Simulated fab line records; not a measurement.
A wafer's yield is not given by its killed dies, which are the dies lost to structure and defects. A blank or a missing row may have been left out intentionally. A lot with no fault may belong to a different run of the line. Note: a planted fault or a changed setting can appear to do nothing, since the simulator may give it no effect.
fab line records -- flow n5Finfet
record lots=5, wafers=15, lastDay=18
route steps=1938 shown BEOL_M4@1099 BEOL_M5@1112 BEOL_M9@1467 PASSIVATION@1936
lots with no fault: from the same line, run without faults
startH: the number of hours between the record's first day and the start of the first shown wafer of the lot -- waitH: hours from the lot's prior step to this one -- " same as the row above -- L1.1+2: a row that stands for several wafers -- - no value, or no start given -- * or withheld: withheld -- < > ~ a bound
route shown NAME@n: NAME is a module with steps in the file, n the number in the route of the first one -- usual: mean and standard deviation over wafers with no fault -- same: alike in all rows -- chamber/n: place in a boat -- sites: per-site readings -- _std_site: standard deviation across them -- _edge_site: mean of outer sites minus mean of inner sites -- radiusMm: how far each site lies from the wafer's centre -- mask NAME#n: copy n -- behind: the most recent tool/chamber to have shaped the wafer -- hold: why the lot went on hold/how many hours it stayed there/how the hold came to an end -- device: the transistor (n, p or np) that didn't switch -- end of line: the same wafers' tests at the end of the route -- a step without rows: its recipe alone -- killed: not the wafer's yield, but the dies lost to structure and defects at the first sort -- map: a wafer's dies, marking killed ones x, the rest . and places with no die _
set.NAME: the setting the step ran with; set.NAME@STEP: the setting that earlier step ran with -- model.NAME: the simulator's own value behind a step, which no gauge read
a table for each step, a row for each wafer; lots at some steps of the route
services: a tool's chamber out of use, with start hour (startH, from the record's first day; less than 0 if before it), hours out, and reason
## steps
# step N5_BEOL_M4_ANNEAL_95
# recipe tempC=400, timeS=240, ambient=vacuum
# step N5_BEOL_M4_SPUTTER_96
# recipe material=Cu, targetThkA=45, tempC=-20, chamberPressurePa=0.07, powerW=withheld, timeS=8.29
# step N5_BEOL_M4_ECD_50
# recipe material=Cu, targetThkA=3000
# step N5_BEOL_M4_ANNEAL_51
# recipe tempC=225, timeS=90, ambient=N2
# step N5_BEOL_M4_CMP_52
# recipe stopOn=SiOC, tOverpolishS=6.8, downForcePsi=1, platenRpm=50, clearingPlatenDownForcePsi=1.5, clearingPlatenRpm=50, postCmpClean=cuAlkaline, targetThkNm=40, clearingPlatenPadVelocityMS=0.99484, padVelocityMS=0.99484
# step N5_BEOL_M4_PRE_CLEAN_60
# recipe gas=NH3/H2, timeS=15, tempC=*, rfPowerW=300
# step N5_BEOL_M4_CO_CAP_55
# recipe material=Co, targetThkA=20, tempC=200, precursor=CCTBA/H2, pressureTorr=30, timeS=102.1
# step N5_BEOL_M4_PRE_CLEAN_56
# recipe gas=NH3, timeS=15, tempC=withheld, rfPowerW=300
# step N5_BEOL_M4_DEP_57
# recipe material=SiCN, targetThkA=80, tempC=withheld, precursor=3MS/NH3, pressureTorr=3, rfW=202, timeS=14
# step N5_BEOL_M4_RC_MEAS_101
# usual DIBL_N=36.2/1.6, DIBL_P=36.1/2, IOFF_N=0.16/0.032, IOFF_P=0.22/0.036, ION_N=672/11, ION_P=463/7.5, SS_N=71.4/0.58, SS_P=73.2/0.67, VT_N=250/3.3, VT_P=-250/3.3
lot.wafer,tool,chamber,startH,waitH,DIBL_N[mV/V],DIBL_P[mV/V],IOFF_N[nA/um],IOFF_P[nA/um],ION_N[uA/um],ION_P[uA/um],SS_N[mV/dec],SS_P[mV/dec],VT_N[mV],VT_P[mV]
L549.1,prober-02,0,181.49,0.0,36.2,35.0,0.15,0.20,673,464,71.3,73.4,252,-251
L549.3,prober-02,0,181.49,0.0,36.9,36.1,0.16,0.22,677,462,71.9,73.9,249,-247
L549.4,prober-02,0,181.49,0.0,38.1,36.8,0.17,0.24,673,457,72.3,73.9,250,-248
L563.3,prober-02,0,273.44,0.3,36.3,37.0,0.14,0.22,652,458,71.4,73.1,257,-250
L563.4,prober-02,0,273.44,0.3,37.3,38.3,0.16,0.23,672,457,71.6,73.0,253,-249
L563.6,prober-02,0,273.44,0.3,36.4,37.1,0.15,0.22,663,467,71.6,72.8,253,-250
L562.2,prober-02,0,276.62,0.2,35.3,34.4,0.14,0.20,664,457,71.7,73.3,253,-251
L562.5,prober-02,0,276.62,0.2,34.2,34.1,0.13,0.19,665,459,70.5,73.0,256,-251
L562.6,prober-02,0,276.62,0.2,32.5,30.8,0.11,0.15,664,451,70.6,71.6,254,-253
L560.2,prober-01,0,278.87,0.2,35.7,36.7,0.15,0.19,663,456,71.6,73.6,251,-251
L560.4,prober-01,0,278.87,0.2,35.7,36.7,0.16,0.18,675,458,72.0,73.6,247,-253
L560.6,prober-01,0,278.87,0.2,33.9,34.9,0.13,0.16,666,456,70.8,72.7,251,-254
L569.2,prober-02,0,340.00,0.2,36.9,38.3,0.17,0.23,675,469,71.6,73.0,249,-251
L569.3,prober-02,0,340.00,0.2,34.1,34.9,0.12,0.19,668,464,71.0,72.4,254,-252
L569.4,prober-02,0,340.00,0.2,34.5,35.5,0.14,0.19,671,463,71.1,72.4,250,-250
# step N5_BEOL_M5_ILD_DEP_00
# recipe material=SiCOH_lowk, targetThkA=1406.4, tempC=300, precursor=DEMS/porogen, pressureTorr=5, rfW=500, timeS=25.9
# step N5_BEOL_M5_CURE_79
# recipe tempC=385, timeS=240, ambient=He/Ar, material=SiCOH_lowk
# step N5_BEOL_M5_PECVD_70
# recipe material=SiO2, targetThkA=160, tempC=400, precursor=TEOS/O2, pressureTorr=5.5, rfW=450, teosFlowSccm=53.8, gas=O2, flowSccm=3000, timeS=18
# step N5_BEOL_M5_HM_DEP_02
# recipe material=TiN, targetThkA=200, tempC=25, chamberPressurePa=0.49996
# step N5_BEOL_M5_COAT_59
# recipe resist=SOC, tempC=250, timeS=60, spinRpm=1500, resistThkNm=60
# step N5_BEOL_M5_COAT_60
# recipe resist=SiARC, tempC=220, timeS=60, spinRpm=1500, resistThkNm=12
# step N5_BEOL_M5_COAT_71
# recipe resist=underlayer, tempC=205, timeS=60, spinRpm=1500, resistThkNm=5
# step N5_BEOL_M5_COAT_05
# recipe resist=CAR-EUV, spinRpm=1500, resistThkNm=30
# step N5_BEOL_M5_EBR_07
# recipe solvent=PGMEA, ebrWidthMm=1.5
# step N5_BEOL_M5_SOFTBAKE_06
# recipe tempC=110, timeS=60, resist=CAR-EUV
# step N5_BEOL_M5_EXPOSE_08
# recipe maskId=M5, na=0.33, sourceShape=annular, sigmaInner=0.4, sigmaOuter=0.8, polarization=unpolarized, targetCdNm=28, doseMj=35.75
# step N5_BEOL_M5_PEB_09
# recipe pebTempC=100, pebTimeS=60, resist=CAR-EUV
# step N5_BEOL_M5_DEVELOP_10
# recipe developTimeS=30, developer=TMAH, resist=CAR-EUV, rinseLiquid=surfactantRinse, dry=airSpin, devTempC=23
# step N5_BEOL_M5_DESCUM_16
# recipe chemistry=O2, timeS=7, sourcePowerW=50, biasPowerW=20, pressureMtorr=20, rfFrequencyHz=2.712e+07, tempC=40, resist=CAR-EUV, o2FlowSccm=225
# step N5_BEOL_M5_ETCH_72
# recipe chemistry=N2/H2, target=underlayer, targetDepthA=65, maskMaterial=CAR-EUV, timeS=5.2, ionEnergyEv=200, pressureMtorr=30, sourceW=840, biasW=150, n2FlowSccm=200, h2FlowSccm=200, ends=cleared
# step N5_BEOL_M5_ETCH_61
# recipe chemistry=CF4, target=SiARC, targetDepthA=156, maskMaterial=CAR-EUV, timeS=26, ionEnergyEv=80, pressureMtorr=40, sourceW=545, biasW=36, Ar_flow_sccm=100, cf4FlowSccm=100, ends=cleared
# step N5_BEOL_M5_ETCH_62
# recipe chemistry=N2/H2, target=SOC, targetDepthA=750, overetchA=150, maskMaterial=SiARC, tempC=40, timeS=112.5, ionEnergyEv=200, pressureMtorr=30, sourceW=840, biasW=150, n2FlowSccm=200, h2FlowSccm=200
# step N5_BEOL_M5_STRIP_63
# recipe chemistry=N2/H2, tempC=40, n2FlowSccm=200, h2FlowSccm=200, rfFrequencyHz=6e+07
# step N5_BEOL_M5_STRIP_73
# recipe chemistry=N2/H2, tempC=40, n2FlowSccm=200, h2FlowSccm=200, rfFrequencyHz=6e+07
# step N5_BEOL_M5_STRIP_64
# recipe chemistry=CF4, resist=SiARC, powerW=300, biasPowerW=75, pressureMtorr=50, cf4FlowSccm=150, rfFrequencyHz=6e+07
# step N5_BEOL_M5_HM_OPEN_17
# recipe chemistry=Cl2/BCl3, targetDepthA=200, overetchA=60, target=TiN, maskMaterial=SOC, ionEnergyEv=150, pressureMtorr=10, icpW=1000, biasW=126, Cl2_flow_sccm=53.25, bcl3FlowSccm=21.75, Ar_flow_sccm=25
# step N5_BEOL_M5_STRIP_19
# recipe chemistry=O2, powerW=400, tempC=40, pressureMtorr=30, rfFrequencyHz=6e+07, biasPowerW=0, overashFraction=0.2, o2FlowSccm=225
# step N5_BEOL_M5_COAT_65
# recipe resist=SOC, tempC=250, timeS=60, spinRpm=1500, resistThkNm=60
# step N5_BEOL_M5_COAT_66
# recipe resist=SiARC, tempC=220, timeS=60, spinRpm=1500, resistThkNm=12
# step N5_BEOL_M9_DEP_56
# recipe material=SiCN, targetThkA=150, tempC=withheld, precursor=3MS/NH3, pressureTorr=3, rfW=202, timeS=26.5
# usual chamberPressureTorr=3.000/0.0068, rfFwdPowerW=199.9/0.78, showerheadPlenumPTorr=3.671/0.012, throttleValvePct=9.0/0.63
lot.wafer,tool,chamber,startH,waitH,chamberPressureTorr,rfFwdPowerW,showerheadPlenumPTorr,sinceWetCleanH,throttleValvePct
L549.1,pecvd-01,0,232.55,0.0,3.002,200.5,3.678,755,9.5
L549.3,pecvd-01,1,232.55,0.0,3.000,199.2,3.651,1480,8.6
L549.4,pecvd-01,0,232.55,0.0,3.004,199.7,3.688,-,9.5
L563.3,pecvd-01,1,319.43,0.0,-,-,-,-,-
L563.4,pecvd-01,2,319.43,0.0,-,-,-,-,-
L563.6,pecvd-01,2,319.43,0.0,-,-,-,-,-
L562.2,pecvd-02,0,319.58,0.0,-,-,-,-,-
L562.5,pecvd-02,1,319.58,0.0,-,-,-,-,-
L562.6,pecvd-02,0,319.58,0.0,-,-,-,-,-
L560.2,pecvd-03,1,328.24,0.0,-,-,-,-,-
L560.4,pecvd-03,2,328.24,0.0,-,-,-,-,-
L560.6,pecvd-03,1,328.24,0.0,-,-,-,-,-
L569.2,pecvd-03,0,388.34,0.0,3.001,199.2,3.669,1455,8.8
L569.3,pecvd-03,0,388.34,0.0,3.009,199.4,3.674,-,8.9
L569.4,pecvd-03,2,388.34,0.0,2.988,199.4,3.668,-,8.8
# step N5_PASSIVATION_PROBE_49
# usual defectLimitedYield=91.4/1.3, killed_at_M0_to_M3=34/10, killed_at_M4_up=14/5.6, killedAtContacts=13/5.9, killedAtFrontEnd=37/9.9, killedAtOther=3.5/2.8, killedDies=101/15, killedOnRim=13/3.9, killedOpen=67/12, killedShort=32/6.6, sort_bin_5_function=5.0/0.81, sort_bin_6_memory=3.2/0.66, sortNPass=1079/15, sortYieldPct=91.4/1.3
# same grossDies=1180, killedAtBackSide=0, sort_bin_4_leakage[%]=0, sort_bin_8_speed[%]=0
lot.wafer,tool,chamber,startH,waitH,defectLimitedYield[%],killed_at_M0_to_M3,killed_at_M4_up,killedAtContacts,killedAtFrontEnd,killedAtOther,killedDies,killedOnRim,killedOpen,killedShort,sort_bin_5_function[%],sort_bin_6_memory[%],sortNPass,sortYieldPct[%]
L549.1,prober-02,-,288.42,0.0,90.2,43,27,15,25,6,116,15,85,31,6.0,3.6,1064,90.2
L549.3,prober-02,-,288.52,0.1,91.9,31,16,9,36,3,95,15,71,24,4.3,3.4,1085,91.9
L549.4,prober-02,-,288.57,0.2,92.4,22,23,4,40,1,90,9,63,27,4.5,2.8,1090,92.4
L563.3,prober-02,-,376.39,0.1,0,52,1085,6,32,5,1180,152,60,38,96.0,3.6,0,0
L563.4,prober-02,-,376.44,0.2,0,40,1086,9,42,3,1180,152,71,34,95.7,4.1,0,0
L563.6,prober-02,-,376.54,0.3,0,52,1087,10,31,0,1180,152,75,34,95.5,4.3,0,0
L562.2,prober-01,-,376.62,0.1,0,36,1092,14,35,3,1180,152,55,41,96.9,2.5,0,0
L562.5,prober-01,-,376.77,0.2,0,21,1112,7,37,3,1180,152,51,30,96.8,3.0,0,0
L562.6,prober-01,-,376.82,0.3,0,32,1091,15,37,5,1180,152,64,30,96.6,3.3,0,0
L560.2,prober-02,-,396.61,0.1,0,27,1101,13,30,9,1180,152,64,28,97.5,2.4,0,0
L560.4,prober-02,-,396.71,0.2,0,38,1081,9,51,1,1180,152,78,33,96.2,3.5,0,0
L560.6,prober-02,-,396.81,0.3,0,43,1081,22,33,1,1180,152,82,26,96.0,3.7,0,0
# killed by level:class
L549.1 BEOL_M2:geometricParticle:open=16 BEOL_M4:geometricParticle:open=16 MOL_CONTACT_COAG:geometricParticle:open=11 FIN_SAQP:geometricParticle:short=6 BEOL_M0_SAQP:geometricParticle:open=6 BEOL_M0:geometricParticle:open=6 DUMMY_GATE:geometricParticle:open=5 BEOL_M0_SAQP:geometricParticle:short=5
L549.3 DUMMY_GATE:geometricParticle:open=9 BEOL_M3:geometricParticle:open=8 BEOL_M4:geometricParticle:open=8 BEOL_M0_SAQP:geometricParticle:open=7 GATE_CUT:geometricParticle:short=6 MOL_CONTACT_COAG:geometricParticle:open=6 STI_FIN_REVEAL:geometricParticle:open=5 BEOL_M2:geometricParticle:open=4
L549.4 STI_FIN_REVEAL:geometricParticle:open=11 BEOL_M4:geometricParticle:open=7 FIN_SAQP:geometricParticle:open=6 BEOL_M0_SAQP:geometricParticle:open=5 ILD0:geometricParticle:short=4 GATE_CUT:geometricParticle:open=4 BEOL_M2:geometricParticle:open=4 DUMMY_GATE:geometricParticle:open=3
L563.3 BEOL_M9:areaDep=1081 BEOL_M0_SAQP:geometricParticle:open=12 BEOL_M0_SAQP:geometricParticle:short=10 BEOL_M1:geometricParticle:open=10 FIN_SAQP:geometricParticle:open=7 BEOL_M2:geometricParticle:open=6 STI_FIN_REVEAL:geometricParticle:open=5 MOL_CONTACT_COAG:geometricParticle:open=4
L563.4 BEOL_M9:areaDep=1074 FIN_SAQP:geometricParticle:open=10 FIN_SAQP:geometricParticle:short=9 BEOL_M0_SAQP:geometricParticle:open=9 BEOL_M1:geometricParticle:open=8 MOL_CONTACT_COAG:geometricParticle:open=6 BEOL_M0_SAQP:geometricParticle:short=6 BEOL_M2:geometricParticle:open=6
L563.6 BEOL_M9:areaDep=1071 BEOL_M0_SAQP:geometricParticle:open=16 BEOL_M0_SAQP:geometricParticle:short=12 FIN_SAQP:geometricParticle:short=10 MOL_CONTACT_COAG:geometricParticle:open=9 BEOL_M3:geometricParticle:open=7 BEOL_M4:geometricParticle:open=7 FIN_SAQP:geometricParticle:open=5
L562.2 BEOL_M9:areaDep=1084 BEOL_M0_SAQP:geometricParticle:short=12 MOL_CONTACT_COAG:geometricParticle:open=10 FIN_SAQP:geometricParticle:short=8 GATE_CUT:geometricParticle:short=6 BEOL_M2:geometricParticle:open=6 BEOL_M0_SAQP:geometricParticle:open=5 BEOL_M1:geometricParticle:open=5
L562.5 BEOL_M9:areaDep=1099 GATE_CUT:geometricParticle:short=10 BEOL_M2:geometricParticle:open=7 GATE_CUT:geometricParticle:open=6 MOL_CONTACT_COAG:geometricParticle:open=6 FIN_SAQP:geometricParticle:open=5 STI_FIN_REVEAL:geometricParticle:open=4 BEOL_M0_SAQP:geometricParticle:short=4
L562.6 BEOL_M9:areaDep=1085 BEOL_M2:geometricParticle:open=14 MOL_CONTACT_COAG:geometricParticle:open=13 FIN_SAQP:geometricParticle:open=7 GATE_CUT:geometricParticle:short=6 BEOL_M0_SAQP:geometricParticle:open=6 STI_FIN_REVEAL:geometricParticle:open=5 GATE_CUT:geometricParticle:open=3
L560.2 BEOL_M9:areaDep=1087 STI_FIN_REVEAL:geometricParticle:open=15 MOL_CONTACT_COAG:geometricParticle:open=12 BEOL_M3:geometricParticle:open=6 BEOL_M2:geometricParticle:open=5 PASS1_CAP:geometricParticle:short=5 BEOL_M0_SAQP:geometricParticle:open=4 DUMMY_GATE:geometricParticle:open=3
L560.4 BEOL_M9:areaDep=1068 STI_FIN_REVEAL:geometricParticle:open=17 BEOL_M0_SAQP:geometricParticle:open=9 BEOL_M2:geometricParticle:open=9 MOL_CONTACT_COAG:geometricParticle:open=7 BEOL_M1:geometricParticle:open=7 GATE_CUT:geometricParticle:short=5 BEOL_M0_SAQP:geometricParticle:short=5
L560.6 BEOL_M9:areaDep=1069 MOL_CONTACT_COAG:geometricParticle:open=16 BEOL_M1:geometricParticle:open=14 BEOL_M4:geometricParticle:open=8 BEOL_M0_SAQP:geometricParticle:open=8 STI_FIN_REVEAL:geometricParticle:open=6 MOL_CONTACT_COAG:geometricParticle:short=6 BEOL_M2:geometricParticle:open=6
# map L560.2 (x killed, . not)
_________________xxxxxxxxxxxx________________
______________xxxxxxxxxxxxxxxxxx_____________
___________xxxxxxxxxxxxxxxxxxxxxxxx__________
__________xxxxxxxxxxxxxxxxxxxxxxxxxx_________
________xxxxxxxxxxxxxxxxxxxxxxxxxxxxxx_______
_______xxxxxxxxxxxxxxxxxxxxxxxxxxxxxxxx______
______xxxxxxxxxxxxxxxxxxxxxxxxxxxxxxxxxx_____
_____xxxxxxxxxxxxxxxxxxxxxxxxxxxxxxxxxxxx____
____xxxxxxxxxxxxxxxxxxxxxxxxxxxxxxxxxxxxxx___
___xxxxxxxxxxxxxxxxxxxxxxxxxxxxxxxxxxxxxxxx__
___xxxxxxxxxxxxxxxxxxxxxxxxxxxxxxxxxxxxxxxx__
__xxxxxxxxxxxxxxxxxxxxxxxxxxxxxxxxxxxxxxxxxx_
__xxxxxxxxxxxxxxxxxxxxxxxxxxxxxxxxxxxxxxxxxx_
_xxxxxxxxxxxxxxxxxxxxxxxxxxxxxxxxxxxxxxxxxxxx
_xxxxxxxxxxxxxxxxxxxxxxxxxxxxxxxxxxxxxxxxxxxx
_xxxxxxxxxxxxxxxxxxxxxxxxxxxxxxxxxxxxxxxxxxxx
_xxxxxxxxxxxxxxxxxxxxxxxxxxxxxxxxxxxxxxxxxxxx
_xxxxxxxxxxxxxxxxxxxxxxxxxxxxxxxxxxxxxxxxxxxx
_xxxxxxxxxxxxxxxxxxxxxxxxxxxxxxxxxxxxxxxxxxxx
_xxxxxxxxxxxxxxxxxxxxxxxxxxxxxxxxxxxxxxxxxxxx
_xxxxxxxxxxxxxxxxxxxxxxxxxxxxxxxxxxxxxxxxxxxx
__xxxxxxxxxxxxxxxxxxxxxxxxxxxxxxxxxxxxxxxxxx_
__xxxxxxxxxxxxxxxxxxxxxxxxxxxxxxxxxxxxxxxxxx_
___xxxxxxxxxxxxxxxxxxxxxxxxxxxxxxxxxxxxxxxx__
___xxxxxxxxxxxxxxxxxxxxxxxxxxxxxxxxxxxxxxxx__
____xxxxxxxxxxxxxxxxxxxxxxxxxxxxxxxxxxxxxx___
_____xxxxxxxxxxxxxxxxxxxxxxxxxxxxxxxxxxxx____
______xxxxxxxxxxxxxxxxxxxxxxxxxxxxxxxxxx_____
_______xxxxxxxxxxxxxxxxxxxxxxxxxxxxxxxx______
________xxxxxxxxxxxxxxxxxxxxxxxxxxxxxx_______
__________xxxxxxxxxxxxxxxxxxxxxxxxxx_________
___________xxxxxxxxxxxxxxxxxxxxxxxx__________
______________xxxxxxxxxxxxxxxxxx_____________
_________________xxxxxxxxxxxx________________
# map L562.2 (x killed, . not)
_________________xxxxxxxxxxxx________________
______________xxxxxxxxxxxxxxxxxx_____________
___________xxxxxxxxxxxxxxxxxxxxxxxx__________
__________xxxxxxxxxxxxxxxxxxxxxxxxxx_________
________xxxxxxxxxxxxxxxxxxxxxxxxxxxxxx_______
_______xxxxxxxxxxxxxxxxxxxxxxxxxxxxxxxx______
______xxxxxxxxxxxxxxxxxxxxxxxxxxxxxxxxxx_____
_____xxxxxxxxxxxxxxxxxxxxxxxxxxxxxxxxxxxx____
____xxxxxxxxxxxxxxxxxxxxxxxxxxxxxxxxxxxxxx___
___xxxxxxxxxxxxxxxxxxxxxxxxxxxxxxxxxxxxxxxx__
___xxxxxxxxxxxxxxxxxxxxxxxxxxxxxxxxxxxxxxxx__
__xxxxxxxxxxxxxxxxxxxxxxxxxxxxxxxxxxxxxxxxxx_
__xxxxxxxxxxxxxxxxxxxxxxxxxxxxxxxxxxxxxxxxxx_
_xxxxxxxxxxxxxxxxxxxxxxxxxxxxxxxxxxxxxxxxxxxx
_xxxxxxxxxxxxxxxxxxxxxxxxxxxxxxxxxxxxxxxxxxxx
_xxxxxxxxxxxxxxxxxxxxxxxxxxxxxxxxxxxxxxxxxxxx
_xxxxxxxxxxxxxxxxxxxxxxxxxxxxxxxxxxxxxxxxxxxx
_xxxxxxxxxxxxxxxxxxxxxxxxxxxxxxxxxxxxxxxxxxxx
_xxxxxxxxxxxxxxxxxxxxxxxxxxxxxxxxxxxxxxxxxxxx
_xxxxxxxxxxxxxxxxxxxxxxxxxxxxxxxxxxxxxxxxxxxx
_xxxxxxxxxxxxxxxxxxxxxxxxxxxxxxxxxxxxxxxxxxxx
__xxxxxxxxxxxxxxxxxxxxxxxxxxxxxxxxxxxxxxxxxx_
__xxxxxxxxxxxxxxxxxxxxxxxxxxxxxxxxxxxxxxxxxx_
___xxxxxxxxxxxxxxxxxxxxxxxxxxxxxxxxxxxxxxxx__
___xxxxxxxxxxxxxxxxxxxxxxxxxxxxxxxxxxxxxxxx__
____xxxxxxxxxxxxxxxxxxxxxxxxxxxxxxxxxxxxxx___
_____xxxxxxxxxxxxxxxxxxxxxxxxxxxxxxxxxxxx____
______xxxxxxxxxxxxxxxxxxxxxxxxxxxxxxxxxx_____
_______xxxxxxxxxxxxxxxxxxxxxxxxxxxxxxxx______
________xxxxxxxxxxxxxxxxxxxxxxxxxxxxxx_______
__________xxxxxxxxxxxxxxxxxxxxxxxxxx_________
___________xxxxxxxxxxxxxxxxxxxxxxxx__________
______________xxxxxxxxxxxxxxxxxx_____________
_________________xxxxxxxxxxxx________________
## services
tool,chamber,startH,hours,kind
pecvd-03,0,214.70,6.0,repair
pecvd-02,2,227.03,2.5,repair
pecvd-01,0,272.18,70.1,repair
pecvd-03,-,309.27,0.5,repair
pecvd-02,0,322.80,-,clean
pecvd-02,0,322.80,29.5,scheduledDown
pecvd-02,0,322.80,29.5,ventCycle
pecvd-02,-,326.81,1.8,repair
pecvd-03,1,335.09,5.5,scheduledDown
pecvd-03,-,358.62,2.8,repair
pecvd-03,1,383.62,-,clean
pecvd-03,1,383.62,-,consumableReplace:showerhead
pecvd-03,1,383.62,29.0,scheduledDown
pecvd-03,1,383.62,29.0,ventCycle
## key
firstSign step=N5_BEOL_M9_DEP_56, reading=toolRecord, direction=missing
effect step=N5_PASSIVATION_PROBE_49, reading=killed_at_M4_up, direction=up, sigmas=99+, usual=14, struck=1091
moreKillsBornAt N5_BEOL_M9_DEP_56@pecvd-02=3268, N5_BEOL_M9_DEP_56@pecvd-01=3226, N5_BEOL_M9_DEP_56@pecvd-03=3224
metAt N5_BEOL_M9_DEP_56
struckWafers L560.2,L560.4,L560.6,L562.2,L562.5,L562.6,L563.3,L563.4,L563.6
laterRowsLeftOut L560.2,L560.4,L560.6,L562.2,L562.5,L562.6,L563.3,L563.4,L563.6
onsetBetween 232.55 319.43
fault kind=skippedStepWhole, tool=pecvd-01,pecvd-02,pecvd-03, chamber=-, onsetH=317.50, steps=N5_BEOL_M9_DEP_56, scope=struckLotsOnly
# laterRowsLeftOut: the simulator's readings of these wafers behind a module that went badly wrong aren't trusted and aren't shown, but for the sort
